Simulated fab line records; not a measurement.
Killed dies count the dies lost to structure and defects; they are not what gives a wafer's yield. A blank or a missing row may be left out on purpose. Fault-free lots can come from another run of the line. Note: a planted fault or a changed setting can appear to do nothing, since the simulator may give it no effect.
One fault seen from 2 desks -- flow n5_finfet -- only its own numbers are on each desk; what lay behind them is given at the end

== AT THE TOOL OWNER'S DESK: pvd_sputter-02 ==
The tool's own readings at N5_BEOL_M13_SPUTTER_43 (material TaN, target thk 15 nm, time 24.19 s): means of the sampled wafers that have a number, for each lot that ran on this tool. The brackets show how far a lot's mean lies from the usual mean; more than 4 standard deviations puts the lot out of limits, marked OUT.
Columns: A = cathode_dc_power_W at N5_BEOL_M13_SPUTTER_43, usual 15000 W; B = throttle_valve_pct at N5_BEOL_M13_SPUTTER_43, usual 29.7 %
lot,first seen here,A,B
L603,day 11 22:16,15000,29.6
L613,day 13 12:12,14999,30.1
L614,day 14 14:19,14997,30.3
This desk's finding: nothing out of limits on any of the 3 lots.

== FROM THE METROLOGY DESK ==
What the gauges read, lot by lot, whatever tool the lot ran on: means of the sampled wafers that have a number. The brackets show how far a lot's mean lies from the usual mean; more than 4 standard deviations puts the lot out of limits, marked OUT.
Columns: A = cd_nm at N5_PASSIVATION_CD_MEAS_30, usual 3999.1 nm
lot,first seen here,A
L602,day 12 02:34,3997.4
L603,day 12 19:04,4001.5
L606,day 13 00:00,3996.8
L610,day 13 16:52,3998.8
L613,day 14 12:40,3998.8
L616,day 15 05:05,3999.9
L614,day 15 18:00,3997.9
L617,day 15 18:35,4000.1
L619,day 16 09:11,3998.0
L624,day 17 05:57,3999.2
L625,day 18 09:10,3996.6
This desk's finding: nothing out of limits on any of the 11 lots.

== TAKEN TOGETHER ==
The tool owner's desk saw nothing out of limits.
The metrology desk saw nothing out of limits.

== WHAT HAD BEEN PUT IN BY THE SIMULATOR ==
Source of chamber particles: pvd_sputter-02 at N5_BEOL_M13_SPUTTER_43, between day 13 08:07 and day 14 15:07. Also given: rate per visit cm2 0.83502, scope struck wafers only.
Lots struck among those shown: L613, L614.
